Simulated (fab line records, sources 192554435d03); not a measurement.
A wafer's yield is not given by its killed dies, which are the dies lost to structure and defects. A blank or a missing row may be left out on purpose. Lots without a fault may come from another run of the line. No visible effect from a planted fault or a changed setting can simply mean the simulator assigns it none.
Comparing a struck lot with a sound one / flow n5-finfet / 16 steps out of a route of 1938
Sound: these wafers, L326.2, L326.4, L326.5. Wafers L334.1, L334.4, L334.6 were the ones struck. The cause is named last.
Per side, at each step with rows, come the tool, then ch with its chambers, and then its first start. Under that, the readings that differ: sound wafers / struck wafers / difference of the means / sigmas: that difference in standard deviations of wafers without a fault.
alike: readings with means less than 2 such deviations apart, plus words and numbers identical on both sides. not compared: withheld readings, readings lacking a value on some wafer, bounds such as >300 that could conceal the same value, and numbers that have no deviation in the record and whose values overlap.
A row with sigmas, a row that says differs or no value, or rows on one side alone: a step with any of these is where the two part. When numbers do not overlap yet have no deviation, they are printed without sigmas and do not part them. A reading that every wafer of one side lacks parts them only if that side has two wafers or more.

N5_BEOL_M1_DESCUM_16: chemistry O2, time 7 s.
  sound on rie-diel-03 ch 0,3, day 7 11:48; struck on rie-diel-03 ch 0,1,3, day 10 00:10
  alike: drypump-motor-current-A, oes-product-au, rf-vpp-V, showerhead-plenum-p-Torr, throttle-valve-pct
  not compared: rf-hours-counter-h
N5_BEOL_M1_ETCH_74: etches underlayer in N2/H2, target depth 6.5 nm, time 5.2 s.
  sound on rie-diel-03 ch 0,3, day 7 11:50; struck on rie-diel-03 ch 0,1,3, day 10 00:11
  alike: drypump-motor-current-A, etch-rf-on-time-s, n2-flow-sccm, oes-product-au, rf-vpp-V, showerhead-plenum-p-Torr, throttle-valve-pct
  not compared: rf-hours-counter-h
N5_BEOL_M1_ETCH_63: etches SiARC in CF4, target depth 15.6 nm, time 26 s.
  sound on rie-diel-03 ch 0,3, day 7 11:51; struck on rie-diel-03 ch 0,1,3, day 10 00:13
  alike: drypump-motor-current-A, etch-rf-on-time-s, oes-product-au, rf-vpp-V, showerhead-plenum-p-Torr, throttle-valve-pct
  not compared: rf-hours-counter-h
N5_BEOL_M1_ETCH_64: etches SOC in N2/H2, target depth 75 nm, overetch 15 nm, time 112.5 s.
  sound on rie-diel-03 ch 0,3, day 7 11:53; struck on rie-diel-03 ch 0,1,3, day 10 00:14
  alike: drypump-motor-current-A, n2-flow-sccm, oes-product-au, rf-vpp-V, showerhead-plenum-p-Torr, throttle-valve-pct
  not compared: rf-hours-counter-h
then, 4 steps without rows for these wafers: N5_BEOL_M1_STRIP_65 (strips in N2/H2); N5_BEOL_M1_STRIP_75 (strips in N2/H2); N5_BEOL_M1_STRIP_66 (strips in CF4); N5_BEOL_M1_HM_OPEN_17 (chemistry Cl2/BCl3, target TiN, target depth 20 nm, overetch 6 nm).
N5_BEOL_M1_STRIP_19: strips in O2.
  sound on rie-diel-05 ch 0,1,3, day 7 12:10; struck on rie-diel-03 ch 0,2, day 10 00:32
  alike: drypump-motor-current-A, oes-product-au, rf-vpp-V, showerhead-plenum-p-Torr, throttle-valve-pct
  not compared: rf-hours-counter-h
N5_BEOL_M1_CD_MEAS_18: pitch 36 nm, target cd 18 nm.
  struck on cd-sem-02, day 10 00:36; sound on cd-sem-01, day 7 12:14
  alike: cd-nm
then, 2 steps without rows for these wafers: N5_BEOL_M1_COAT_67 (time 60 s, resist thk 60 nm); N5_BEOL_M1_COAT_68 (time 60 s, resist thk 12 nm).
N5_BEOL_M1_COAT_76: time 60 s, resist thk 5 nm.
  sound on litho-track-05 ch 0, day 7 12:16; struck on litho-track-05 ch 0, day 10 00:38
reading=heater-power-total-W (W); sound=392.6 391.2 389.9; struck=407.6 408.9 410.4; difference=+17.7; sigmas=+14
reading=plate-temp-C (C); sound=205.04 204.98 204.93; struck=212.26 212.24 212.14; difference=+7.23; sigmas=+48
then, 1 step without rows for these wafers: N5_BEOL_M1_COAT_22 (resist thk 30 nm).
N5_BEOL_M4_RC_MEAS_101:
  sound on prober-01 ch 0, day 9 09:42; struck on prober-01 ch 0, day 11 11:48
  alike: DIBL_N, DIBL_P, IOFF_N, IOFF_P, ION_N, ION_P, SS_N, SS_P, VT_N, VT_P
N5_PASSIVATION_PROBE_49:
  sound wafers here have rows in the record (prober-02, day 13 15:37); struck ones have none

WHERE THEY PART
Earliest at N5_BEOL_M1_COAT_76; latest, in this record, at N5_PASSIVATION_PROBE_49.

WHY: whatever the simulator had introduced
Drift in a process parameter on litho-track-05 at N5_BEOL_M1_COAT_76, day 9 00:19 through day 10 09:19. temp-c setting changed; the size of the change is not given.
